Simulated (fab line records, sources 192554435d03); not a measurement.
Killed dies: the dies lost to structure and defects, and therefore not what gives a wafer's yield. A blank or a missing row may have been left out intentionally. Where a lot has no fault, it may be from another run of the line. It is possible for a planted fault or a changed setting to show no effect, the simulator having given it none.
Chamber matching ; flow n5 finfet ; 4 sister chambers for N5_BEOL_M4_STRIP_66 on rie diel-02
The step strips in CF4. 8 wafers are shown with their chamber, then 8 later ones without.

== WAFERS WITH THEIR CHAMBER ==
wafer;chamber;showerhead plenum p Torr (Torr);drypump motor current A (A)
L080.4;1;1.82;5.2
L082.1;1;1.82;5.3
L082.2;0;1.71;5.8
L082.4;2;1.88;6.2
L089.2;3;1.83;5.6
L089.4;0;1.70;5.8
L089.5;3;1.83;5.7
L093.2;2;1.87;6.2

== WAFERS WITHOUT THEIR CHAMBER ==
wafer;showerhead plenum p Torr (Torr);drypump motor current A (A)
L093.4;1.81;5.2
L093.6;1.70;5.8
L094.3;1.82;5.6
L094.5;1.82;5.7
L094.6;1.87;6.2
L097.1;1.87;6.2
L097.3;1.70;5.8
L097.6;1.87;6.2

== CHAMBER TAKEN BY EACH ==
wafer;from the rows above;in truth
L093.4;1;1
L093.6;0;0
L094.3;3;3
L094.5;3;3
L094.6;2;2
L097.1;2;2
L097.3;0;0
L097.6;2;2
Correctly placed: 8 of 8. Left unplaced by these rows: 0. Placed wrongly: 0.
How it was worked out, from the rows above alone: a wafer's distance from a chamber is the root of the sum, over the readings, of the square of ((its reading less the chamber's mean) divided by the reading's scatter). The wafer belongs to the nearest chamber; if the next one is less than 2 further off, it can't be placed. For every chamber, the mean is computed from those of its wafers that are shown. The scatter: the root of (the sum of the squares of (reading less its chamber's mean) over the shown wafers, divided by (wafers less chambers)).
